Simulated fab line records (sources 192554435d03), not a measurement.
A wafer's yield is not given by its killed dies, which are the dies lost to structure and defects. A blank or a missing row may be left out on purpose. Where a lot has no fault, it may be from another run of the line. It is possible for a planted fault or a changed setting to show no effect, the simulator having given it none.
fab line records	flow n5Finfet
record lots=3	wafers=8	lastDay=18
route steps=1938 shown MOL_CONTACT_COAG@601 BEOL_M0_SAQP@632 BEOL_M4@1111 PASSIVATION@1936
lots untouched by any fault: they come from a run of this same line in which no faults occurred
startH: the number of hours between the record's first day and the start of the first shown wafer of the lot	waitH: hours from the lot's prior step to this one	" as in the row above	L1.1+2: a row that stands for several wafers	- no value, or no start given	* or withheld: withheld	< > ~ a bound
route shown NAME@n: NAME is a module with steps in the file, n the number in the route of the first one	usual: mean and standard deviation over wafers with no fault	same: alike in all rows	chamber/n: place in a boat	sites: the reading at each site	_std_site: standard deviation of those values	_edge_site: outer sites' mean less inner sites'	radiusMm: how far each site lies from the wafer's centre	mask NAME#n: copy n	behind: the last tool/chamber to shape the wafer	hold: why the lot went on hold/how many hours it stayed there/how the hold came to an end	device: the n, p or np transistor that did not switch	end of line: tests of these same wafers at the route's end	where a step has no rows: the recipe by itself	killed: the dies lost at the first sort to structure and to defects; this is not the yield of the wafer	map: the dies of a wafer, with x for killed, . for not killed, _ for no die there
set.NAME: the setting that was run; set.NAME@STEP: the one run at that earlier step	model.NAME: the simulator's own value behind a step, which no gauge read
lots at selected steps of the route; one table per step, one row per wafer
services: from which hour (startH, from the record's first day; less than 0 if before it) a tool's chamber was out of use, for how many hours, and why
## steps
# step N5_MOL_CONTACT_COAG_DEVELOP_39
# recipe developTimeS=30	developer=TMAH	resist=CAR-EUV	rinseLiquid=surfactantRinse	dry=airSpin	devTempC=23
# step N5_MOL_CONTACT_COAG_DESCUM_45
# recipe chemistry=O2	timeS=7	sourcePowerW=50	biasPowerW=20	pressureMtorr=20	rfFrequencyHz=2.712e+07	tempC=40	resist=CAR-EUV	o2FlowSccm=225
# step N5_MOL_CONTACT_COAG_ETCH_65
# recipe chemistry=N2/H2	target=underlayer	targetDepthA=130	maskMaterial=CAR-EUV	timeS=10.4	ionEnergyEv=200	pressureMtorr=30	sourceW=840	biasW=150	n2FlowSccm=200	h2FlowSccm=200	ends=cleared
# step N5_MOL_CONTACT_COAG_ETCH_66
# recipe chemistry=CF4	target=SiARC	targetDepthA=130	maskMaterial=CAR-EUV	timeS=21.7	ionEnergyEv=80	pressureMtorr=40	sourceW=545	biasW=36	Ar_flow_sccm=100	cf4FlowSccm=100	ends=cleared
# step N5_MOL_CONTACT_COAG_ALD_133
# recipe material=SiO2	targetThkA=50	tempC=100	aldPrecursorFamily=BDEAS	aldCoReactant=O2-plasma	pulseTimeS=1	coReactantPulseTimeS=1	purgeTimeS=2	coReactantPurgeTimeS=2	aldCycles=35	pressureTorr=2
# step N5_MOL_CONTACT_COAG_ETCHBACK_134
# recipe chemistry=CHF3	target=SiO2	targetDepthA=100	timeS=6.7	ionEnergyEv=200	pressureMtorr=30	sourceW=610	biasW=170	Ar_flow_sccm=200	CHF3_flow_sccm=50
# step N5_MOL_CONTACT_COAG_ETCH_67
# recipe chemistry=N2/H2	target=SOC	targetDepthA=600	overetchA=210	maskMaterial=SiARC	tempC=40	timeS=101.2	ionEnergyEv=200	pressureMtorr=30	sourceW=840	biasW=150	n2FlowSccm=200	h2FlowSccm=200
# step N5_MOL_CONTACT_COAG_STRIP_68
# recipe chemistry=N2/H2	tempC=40	n2FlowSccm=200	h2FlowSccm=200	rfFrequencyHz=6e+07
# step N5_MOL_CONTACT_COAG_STRIP_69
# recipe chemistry=N2/H2	tempC=40	n2FlowSccm=200	h2FlowSccm=200	rfFrequencyHz=6e+07
# step N5_MOL_CONTACT_COAG_ETCHBACK_136
# recipe chemistry=CHF3	target=SiO2	targetDepthA=250	timeS=16.7	ionEnergyEv=200	pressureMtorr=30	sourceW=610	biasW=170	Ar_flow_sccm=200	CHF3_flow_sccm=50
# usual drypumpMotorCurrentA=5.8/0.44	oesProductAu=0.80/0.099	rfVppV=526/7.6	showerheadPlenumPTorr=2.37/0.086	throttleValvePct=18.75/0.24
lot.wafer	tool	chamber	startH	waitH	drypumpMotorCurrentA	oesProductAu	rfHoursCounterH	rfVppV	showerheadPlenumPTorr	throttleValvePct	model.SOC_of_MOL_CONTACT_COAG_COAT_62.thkNm
L895.2	rieDiel-06	3	146.57	0.0	5.5	0.95	7	521	2.35	18.89	57.4
L895.6	"	2	"	"	5.4	0.51	-	535	2.43	18.76	58.2
L905.4	rieDiel-03	3	210.13	0.0	6.6	0.80	-	535	2.50	18.57	57.2
L905.5	"	0	"	"	5.4	0.71	-	527	2.28	18.79	57
L905.6	"	2	"	"	5.8	0.89	-	532	2.54	18.77	57
L911.1	rieDiel-01	2	243.13	0.0	5.8	0.68	225	513	2.35	18.91	57.2
L911.4	"	0	"	"	5.5	0.71	198	528	2.46	18.79	57.4
L911.6	"	0	"	"	5.5	0.71	-	527	2.46	18.79	57.4
# step N5_MOL_CONTACT_COAG_STRIP_120
# recipe chemistry=CHF3	resist=SiARC	rfFrequencyHz=6e+07
# step N5_MOL_CONTACT_COAG_VIA_ETCH_117
# recipe chemistry=C4F6/O2	targetDepthA=400	overetchA=80	maskMaterial=SOC	target=SiO2	biasW=455	pressureMtorr=10	timeS=26	sourceW=325	Ar_flow_sccm=300	C4F6_flow_sccm=10	O2_flow_sccm=10	ionEnergyEv=575.3	ends=endPoint
# usual drypumpMotorCurrentA=5.8/0.45	oesProductAu=0.72/0.082	rfVppV=1593/21	showerheadPlenumPTorr=2.83/0.1	throttleValvePct=41.1/0.36
lot.wafer	tool	chamber	startH	waitH	drypumpMotorCurrentA	oesProductAu	rfHoursCounterH	rfVppV	showerheadPlenumPTorr	throttleValvePct	model.etch.depthNm	model.MOL_CONTACT_COAG.featureDepthNm
L895.2	rieDiel-06	3	146.61	0.0	5.5	0.84	7	1580	2.80	41.4	39.78	39.8
L895.6	"	2	"	"	5.3	0.69	-	1621	2.89	41.0	47.65	47.6
L905.4	rieDiel-03	3	210.17	0.0	6.6	0.74	-	1617	2.98	40.7	40.91	41
L905.5	"	0	"	"	5.4	0.65	-	1594	2.72	40.8	40.13	40.2
L905.6	"	2	"	"	5.7	0.80	-	1612	3.03	41.2	40.12	40.2
L911.1	rieDiel-01	2	243.16	0.0	5.8	0.63	225	1555	2.81	41.4	40.66	40.6
L911.4	"	0	"	"	5.5	0.65	198	1600	2.94	41.2	40.67	40.6
L911.6	"	0	"	"	5.5	0.65	-	1599	2.94	41.2	40.7	40.6
# step N5_MOL_CONTACT_COAG_ETCH_124
# recipe chemistry=CH3F/O2	target=SiNx	targetDepthA=65	maskMaterial=SOC	stopOn=SiOC	overEtchFrac=0.3	ionEnergyEv=120	pressureMtorr=30	sourceW=395	biasW=73	Ar_flow_sccm=150	CH3F_flow_sccm=30	O2_flow_sccm=20	ends=endPoint
# usual drypumpMotorCurrentA=5.8/0.44	oesProductAu=0.69/0.081	rfVppV=299/4.2	showerheadPlenumPTorr=1.99/0.075	throttleValvePct=16.34/0.25
# same overEtchFrac=0.3
lot.wafer	tool	chamber	startH	waitH	drypumpMotorCurrentA	oesProductAu	rfHoursCounterH	rfVppV	showerheadPlenumPTorr	throttleValvePct
L895.2	rieDiel-06	3	146.63	0.0	5.6	0.80	7	296	1.97	16.43
L895.6	"	2	"	"	5.3	0.28	-	304	2.04	16.40
L905.4	rieDiel-03	3	210.20	0.0	6.6	0.71	-	304	2.11	16.18
L905.5	"	0	"	"	5.4	0.62	-	300	1.91	16.43
L905.6	"	2	"	"	5.7	0.78	-	302	2.14	16.34
L911.1	rieDiel-01	2	243.19	0.0	5.8	0.59	225	291	1.98	16.51
L911.4	"	0	"	"	5.5	0.62	198	300	2.07	16.39
L911.6	"	0	"	"	5.5	0.62	-	301	2.07	16.39
# step N5_MOL_CONTACT_COAG_ETCH_48
# recipe chemistry=C4F6/O2	targetDepthA=150	overetchA=45	maskMaterial=SOC	target=SiOC	biasW=465	pressureMtorr=10	timeS=17	sourceW=335	Ar_flow_sccm=300	C4F6_flow_sccm=10	O2_flow_sccm=10	ionEnergyEv=576
# usual drypumpMotorCurrentA=5.8/0.44	oesProductAu=0.66/0.086	rfVppV=1595/22	showerheadPlenumPTorr=2.83/0.1	throttleValvePct=40.7/0.36
lot.wafer	tool	chamber	startH	waitH	drypumpMotorCurrentA	oesProductAu	rfHoursCounterH	rfVppV	showerheadPlenumPTorr	throttleValvePct	model.SOC_of_MOL_CONTACT_COAG_COAT_62.thkNm
L895.2	rieDiel-06	3	146.67	0.0	5.5	0.80	7	1584	2.80	41.0	45.8
L895.6	"	2	"	"	5.4	0.26	-	1623	2.89	40.3	46.8
L905.4	rieDiel-03	3	210.25	0.0	6.6	0.67	-	1620	2.98	40.3	46
L905.5	"	0	"	"	5.4	0.55	-	1596	2.72	40.3	45.2
L905.6	"	2	"	"	5.7	0.70	-	1612	3.03	40.8	45.6
L911.1	rieDiel-01	2	243.23	0.0	5.8	0.59	225	1557	2.81	40.9	46
L911.4	"	0	"	"	5.5	0.60	198	1601	2.94	40.7	46.2
L911.6	"	0	"	"	5.5	0.61	-	1602	2.94	40.8	46.4
# step N5_MOL_CONTACT_COAG_STRIP_72
# recipe chemistry=N2/H2	powerW=450	tempC=40	pressureMtorr=20	rfFrequencyHz=6e+07	overashFraction=3	biasPowerW=7	h2Frac=0.5	n2FlowSccm=200	h2FlowSccm=200
# step N5_MOL_CONTACT_COAG_STRIP_49
# recipe chemistry=N2/H2	timeS=30	powerW=1000	tempC=250	pressureMtorr=withheld	n2FlowSccm=1750	h2FlowSccm=3250
# step N5_MOL_CONTACT_COAG_PRECLEAN_138
# recipe chemistry=alkalineClean	tempC=60	timeS=60	doPpb=50
# step N5_MOL_CONTACT_COAG_SRD_139
# recipe dry=ipaMarangoni	timeS=30	tempC=23	rinseLiquid=diw
# step N5_MOL_CONTACT_COAG_PRE_CLEAN_121
# recipe gas=H2/He	timeS=*	tempC=withheld
# step N5_MOL_CONTACT_COAG_CVD_140
# recipe material=W	targetThkA=665	mode=selectiveFill	tempC=300	timeS=215
# step N5_MOL_CONTACT_COAG_PRECLEAN_127
# recipe chemistry=DIW	timeS=57.5	tempC=23
# step N5_MOL_CONTACT_COAG_SRD_128
# recipe dryTimeS=32	dry=n2Spin	spinRpm=1500
# step N5_MOL_CONTACT_COAG_CMP_52
# recipe stopOn=SiO2	tOverpolishS=1.5	postCmpClean=wDiluteNh4oh	downForcePsi=4	platenRpm=50.289	padVelocityMS=1.0006	targetThkNm=66.5
# step N5_MOL_CONTACT_COAG_ANNEAL_112
# recipe tempC=400	timeS=1800	ambient=HPD2	pressureAtm=10
# step N5_BEOL_M0_SAQP_PECVD_00
# recipe material=SiCN	targetThkA=80	tempC=withheld	precursor=3MS/NH3	pressureTorr=3	rfW=202	timeS=14
# step N5_BEOL_M0_SAQP_ILD_DEP_01
# recipe material=SiOC	targetThkA=454.19	tempC=350	precursor=DEMS/O2	pressureTorr=5	rfW=500	timeS=8.7
# step N5_BEOL_M0_SAQP_HM_DEP_02
# recipe material=TiN	targetThkA=120	tempC=25	chamberPressurePa=0.49996
# step N5_BEOL_M0_SAQP_PECVD_03
# recipe material=SiCN	targetThkA=120	tempC=withheld	precursor=3MS/NH3	pressureTorr=3	rfW=202	timeS=21.1
# step N5_BEOL_M0_SAQP_PECVD_96
# recipe material=a-Si	targetThkA=450	tempC=350	precursor=SiH4/He	pressureTorr=3	rfW=100	timeS=45.2
# step N5_BEOL_M0_SAQP_PECVD_97
# recipe material=SiNx	targetThkA=230	tempC=350	precursor=SiH4/NH3/N2	pressureTorr=1.5	rfW=300	timeS=19.9
# step N5_BEOL_M0_SAQP_PECVD_04
# recipe material=a-Si	targetThkA=600	tempC=350	precursor=SiH4/He	pressureTorr=3	rfW=100	timeS=60.2
# step N5_BEOL_M0_SAQP_HM_DEP_111
# recipe material=SiO2	targetThkA=120	tempC=400	precursor=SiH4/N2O	pressureTorr=0.75	rfW=275	timeS=7.2
# step N5_BEOL_M0_SAQP_COAT_81
# recipe resist=SOC	tempC=250	timeS=60	spinRpm=1500	resistThkNm=100
# step N5_BEOL_M0_SAQP_COAT_82
# recipe resist=SiARC	tempC=220	timeS=60	spinRpm=1500	resistThkNm=30
# step N5_BEOL_M4_RC_MEAS_101
# usual DIBL_N=36.4/1.6	DIBL_P=36.2/1.8	IOFF_N=0.159/0.029	IOFF_P=0.21/0.034	ION_N=670/12	ION_P=459/8.2	SS_N=71.5/0.59	SS_P=73.2/0.54	VT_N=250/3.3	VT_P=-250/3.7
lot.wafer	tool	chamber	startH	waitH	DIBL_N[mV/V]	DIBL_P[mV/V]	IOFF_N[nA/um]	IOFF_P[nA/um]	ION_N[uA/um]	ION_P[uA/um]	SS_N[mV/dec]	SS_P[mV/dec]	VT_N[mV]	VT_P[mV]
L895.2	prober-01	0	244.11	0.2	35.9	34.4	0.120	0.15	647	438	71.3	73.7	255	-256
L905.4	prober-01	0	294.06	0.5	35.4	34.5	0.132	0.18	663	457	71.2	73.0	255	-251
L905.5	"	0	"	"	34.9	34.4	0.132	0.18	662	457	71.7	72.9	254	-254
L905.6	"	0	"	"	34.7	35.0	0.125	0.18	656	449	71.9	73.6	257	-253
L911.1	prober-02	0	335.18	0.0	34.1	35.5	0.141	0.23	670	476	71.9	73.0	250	-247
L911.4	"	0	"	"	35.7	37.1	0.160	0.26	663	464	71.1	73.7	249	-245
L911.6	"	0	"	"	38.0	39.3	0.218	0.31	701	481	71.8	74.1	245	-240
# step N5_PASSIVATION_PROBE_49
# usual defectLimitedYield=91.1/1.5	killed_at_M0_to_M3=33/9.9	killed_at_M4_up=14/5.2	killedAtContacts=12/6.7	killedAtFrontEnd=43/13	killedAtOther=3.4/2.7	killedDies=105/17	killedOnRim=14/4.2	killedOpen=69/13	killedShort=33/7.5	sort_bin_5_function=5.2/0.91	sort_bin_6_memory=3.3/0.71	sort_bin_8_speed=0.00/0.032	sortNPass=1075/17	sortYieldPct=91.1/1.5
# same grossDies=1180	killedAtBackSide=0	sort_bin_4_leakage[%]=0
lot.wafer	tool	chamber	startH	waitH	defectLimitedYield[%]	killed_at_M0_to_M3	killed_at_M4_up	killedAtContacts	killedAtFrontEnd	killedAtOther	killedDies	killedOnRim	killedOpen	killedShort	sort_bin_5_function[%]	sort_bin_6_memory[%]	sort_bin_8_speed[%]	sortNPass	sortYieldPct[%]
L895.2	prober-01	-	342.63	0.1	92.5	48	4	4	32	1	89	17	47	35	3.9	2.9	0.34	1087	92.1
L895.6	prober-01	-	342.83	0.3	2.5	28	17	1055	50	1	1151	152	76	29	94.7	2.6	0	29	2.5
L905.4	prober-02	-	397.58	0.2	89.7	46	18	6	50	2	122	13	75	44	5.8	4.4	0	1058	89.7
L905.5	prober-02	-	397.63	0.2	89.8	52	13	13	40	2	120	17	78	38	6.4	3.7	0	1060	89.8
L905.6	prober-02	-	397.68	0.3	87.6	42	14	24	65	1	146	19	88	52	7.5	4.5	0	1034	87.6
L911.1	prober-01	-	438.35	0.0	88.6	36	16	14	62	7	135	12	98	36	6.7	4.5	0	1045	88.6
L911.4	prober-01	-	438.50	0.2	92.9	27	11	14	29	3	84	11	62	20	4.3	2.4	0	1096	92.9
L911.6	prober-01	-	438.60	0.3	91.7	33	10	11	42	2	98	16	64	32	4.7	3.0	0	1082	91.7
# killed by level:class
L895.2 BEOL_M0_SAQP:geometricParticle:short=17 BEOL_M0_SAQP:geometricParticle:open=12 BEOL_M3:geometricParticle:open=7 HKMG_FIN:areaEtch=6 FIN_SAQP:geometricParticle:open=5 FIN_SAQP:geometricParticle:short=5 BEOL_M1:geometricParticle:open=5 GATE_CUT:geometricParticle:short=4
L895.6 MOL_CONTACT_COAG:areaEtch=1046 FIN_SAQP:geometricParticle:open=16 BEOL_M1:geometricParticle:open=11 FIN_SAQP:geometricParticle:short=8 STI_FIN_REVEAL:geometricParticle:open=8 BEOL_M0_SAQP:geometricParticle:open=6 MOL_CONTACT_COAG:geometricParticle:open=5 MOL_CONTACT_COAG:geometricParticle:short=4
L905.4 FIN_SAQP:geometricParticle:open=15 FIN_SAQP:geometricParticle:short=11 BEOL_M0_SAQP:geometricParticle:open=11 BEOL_M4:geometricParticle:open=10 BEOL_M0_SAQP:geometricParticle:short=9 STI_FIN_REVEAL:geometricParticle:open=8 BEOL_M3:geometricParticle:open=8 MOL_CONTACT_COAG:geometricParticle:open=6
L905.5 BEOL_M3:geometricParticle:open=13 FIN_SAQP:geometricParticle:open=12 BEOL_M0_SAQP:geometricParticle:open=12 BEOL_M0_SAQP:geometricParticle:short=11 MOL_CONTACT_COAG:geometricParticle:open=10 STI_FIN_REVEAL:geometricParticle:open=8 FIN_SAQP:geometricParticle:short=6 BEOL_M0:geometricParticle:open=6
L905.6 FIN_SAQP:geometricParticle:open=24 MOL_CONTACT_COAG:geometricParticle:open=19 FIN_SAQP:geometricParticle:short=17 BEOL_M0_SAQP:geometricParticle:short=13 BEOL_M0_SAQP:geometricParticle:open=10 GATE_CUT:geometricParticle:short=5 MOL_CONTACT_COAG:geometricParticle:short=5 BEOL_M3:geometricParticle:open=5
L911.1 STI_FIN_REVEAL:geometricParticle:open=20 BEOL_M4:geometricParticle:open=12 FIN_SAQP:geometricParticle:open=11 MOL_CONTACT_COAG:geometricParticle:open=11 BEOL_M0_SAQP:geometricParticle:open=10 BEOL_M0_SAQP:geometricParticle:short=8 FIN_SAQP:geometricParticle:short=7 BEOL_M1:geometricParticle:open=6
L911.4 MOL_CONTACT_COAG:geometricParticle:open=11 BEOL_M2:geometricParticle:open=6 BEOL_M4:geometricParticle:open=6 STARTING-WAFER:geometricParticle:open=6 FIN_SAQP:geometricParticle:open=5 GATE_CUT:geometricParticle:open=5 BEOL_M3:geometricParticle:open=5 STI_FIN_REVEAL:geometricParticle:open=4
L911.6 STI_FIN_REVEAL:geometricParticle:open=12 MOL_CONTACT_COAG:geometricParticle:open=8 BEOL_M0_SAQP:geometricParticle:short=8 BEOL_M3:geometricParticle:open=7 BEOL_M2:geometricParticle:open=6 FIN_SAQP:geometricParticle:open=4 BEOL_M4:geometricParticle:open=4 FIN_SAQP:geometricParticle:short=3
# map L895.6 (x killed, . not)
_________________xxxxxxxxxxxx________________
______________xxxxxxxxxxxxxxxxxx_____________
___________xxxxxxxxxxxxxxxxxxxxxxxx__________
__________xxxxxxxxxxxxxxxxxxxxxxxxxx_________
________xxxxxxxxxxxxxxxxxxxxxxxxx.xxxx_______
_______xxxxxxxxxxxxxx..xxxxx.xxx.xxxxxx______
______xxxxxxxxxxxxxxxxxxxxxxxxxxxxxxxxxx_____
_____xxxxxxxxxxxxxxxxxxxxxxxxxxxx.xxxxxxx____
____xxxxxxxxxxxxxxxxxxxxxxxxxxxxxxxxxxxxxx___
___xxxxxxxxxxxxxxxxxxxxxxxxxxxxxxxxxxxxxxxx__
___xxxxxx.x.xxxxxxxxxxxxxxxxxxxxxxxxxxxxxxx__
__xxxxxxxxxxxxxxxxxxxxxxxxxxxxxxxxxxxxxxxxxx_
__xxxxxxxxxxxxxxxxxxx.x.xxxxxxxxxxxxxxxxxxxx_
_xxxxxxxxxxxxxxxxxxxxxxxx.xxxxxx.xxxxxxxxxxxx
_xxxxxxxxxxxxxxxxxxxxxx.xxxxxxxxxxxxxxxxxxxxx
_xxxxxxxxxxxxxxxxxxxxxxx.xxxxxxxxxxxxxxxxxxxx
_xxxxxxxxxxxxxxxxxxx...xxxxxxxxx.xxx.xxxxxxxx
_xxxxxxxxxxxxxxx.xxxxxx.xx.xxxxx.x..xxxxxxxxx
_xxxxxxxxxxxxxxxxxxxxxxxxxxxxxxxxxx.xxxxxxxxx
_xxxxxxxxxxxxxxxxxxxxxxxxxxxxxxxxxxxxxxxxxxxx
_xxxxxxxxxxxxxxxxxxxxxxxxxxxxxxxxxxxxxxxxxxxx
__xxxxxxxxxxxxxxxxxxxxxxxxxxxxxxxxxxxxxxxxxx_
__xxxxxxxxxxxxxxxxxxxxxxxxxxxxxxxxxxxxxxxxxx_
___xxxxxxxxxxxxxxxxxxxxxxxxxxxxxxxxxxxxxxxx__
___xxxxxxxxxxxxxxxxxxxxxxxxxxxxxxxxxxxxxxxx__
____xxxxxxxxxxxxxxxxxxxxxxxxxxxxxxxxxxxxxx___
_____xxxxxxxxxxxxxxxxxxxxxxxxxxxxxx.xxxxx____
______xxxxxxxxxxxxxxxxxxxxxxxxxxxxxxxxxx_____
_______xxxxxxxxxxxxxxxxx..xxxxxxxxxxxxx______
________xxxxxxxxxxxxxxxxxxxxxxxxxxxxxx_______
__________xxxxxxxxxxxxxxxxxxxxxxxxxx_________
___________xxxxxxxxxxxxxxxxxxxxxxxx__________
______________xxxxxxxxxxxxxxxxxx_____________
_________________xxxxxxxxxxxx________________
# map L905.6 (x killed, . not)
_________________...x........________________
______________.x.x.......xxx...._____________
___________.............x.......x..__________
__________...x..........x.....x....._________
________..x...x.......x..............._______
_______.....x.......xx........x.x......______
______.....x..x..x...........xx........._____
_____.............x..x.x.x.......x.......____
____.............x....x.x.............x.xx___
___x................................x.x....__
___.........x....x.........................__
__..x..x..x..x......x....x.......x...x......_
__x.........................xx...x.........x_
_x......x..x............x....................
_......................xx.......xx........x..
_..........x.x.x........................xx...
_.............x.............x..............x.
_.............................x.x......x.....
_....x.......x.........x.....x.........x..xx.
_...................xx...........xx...x...x..
_.......x........x....x...x..............x...
__.......x..............x..................x_
__.........x................x........x.x...._
___............x.x.......x....xxx......x...__
___...............................x.xx..x..__
____...x.............x.xx...............xx___
_____.......................x.......x....____
______......x..........xx....x....x..x.._____
_______....x....x..x.x......xx...x.x...______
________........x............x........_______
__________..xx...x..xx.............x_________
___________..........xx....x....x..__________
______________...............x.._____________
_________________..x.......x.________________
## services
tool	chamber	startH	hours	kind
rieDiel-06	-	127.09	0.4	repair
rieDiel-03	2	127.13	-	clean
rieDiel-03	2	127.13	-	consumableReplace:focusRing
rieDiel-03	2	127.13	-	consumableReplace:showerhead
rieDiel-03	2	127.13	11.0	scheduledDown
rieDiel-03	2	127.13	11.0	ventCycle
rieDiel-06	1	130.24	-	clean
rieDiel-06	1	130.24	-	consumableReplace:focusRing
rieDiel-06	1	130.24	18.3	scheduledDown
rieDiel-06	1	130.24	18.3	ventCycle
rieDiel-06	2	166.95	-	clean
rieDiel-06	2	166.95	-	consumableReplace:focusRing
rieDiel-06	2	166.95	22.3	scheduledDown
rieDiel-06	2	166.95	22.3	ventCycle
rieDiel-03	2	177.94	5.5	repair
rieDiel-03	1	183.66	-	clean
rieDiel-03	1	183.66	-	consumableReplace:focusRing
rieDiel-03	1	183.66	31.7	scheduledDown
rieDiel-03	1	183.66	31.7	ventCycle
rieDiel-06	0	200.50	16.6	repair
rieDiel-03	-	205.84	0.2	repair
rieDiel-03	2	220.89	7.3	repair
## key
firstSign step=N5_MOL_CONTACT_COAG_ETCH_124	reading=oesProductAu	direction=down	sigmas=5	usual=0.69	struck=0.28
effect step=N5_MOL_CONTACT_COAG_ETCH_48	reading=oesProductAu	direction=down	sigmas=4.7	usual=0.66	struck=0.26
effect step=N5_PASSIVATION_PROBE_49	reading=killedAtContacts	direction=up	sigmas=99+	usual=12	struck=1055
modelEffect step=N5_MOL_CONTACT_COAG_ETCHBACK_136	value=SOC_of_MOL_CONTACT_COAG_COAT_62.thkNm	without=57.2	struck=58.2
modelEffect step=N5_MOL_CONTACT_COAG_VIA_ETCH_117	value=etch.depthNm	without=40.6	struck=47.65
modelEffect step=N5_MOL_CONTACT_COAG_ETCH_48	value=SOC_of_MOL_CONTACT_COAG_COAT_62.thkNm	without=45.8	struck=46.8
moreKillsBornAt N5_MOL_CONTACT_COAG_ETCH_48@rieDiel-06=1046
metAt N5_MOL_CONTACT_COAG_ETCHBACK_136
struckWafers L895.6
laterRowsLeftOut L895.6
fault kind=processParameterDrift	tool=rieDiel-06	chamber=-	onsetH=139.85	steps=N5_MOL_CONTACT_COAG_ETCHBACK_136	channel=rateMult	offset=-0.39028	shape=step	endH=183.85	scope=struckWafersOnly
# laterRowsLeftOut: the simulator's readings of these wafers behind a module that went badly wrong aren't trusted and aren't shown, but for the sort
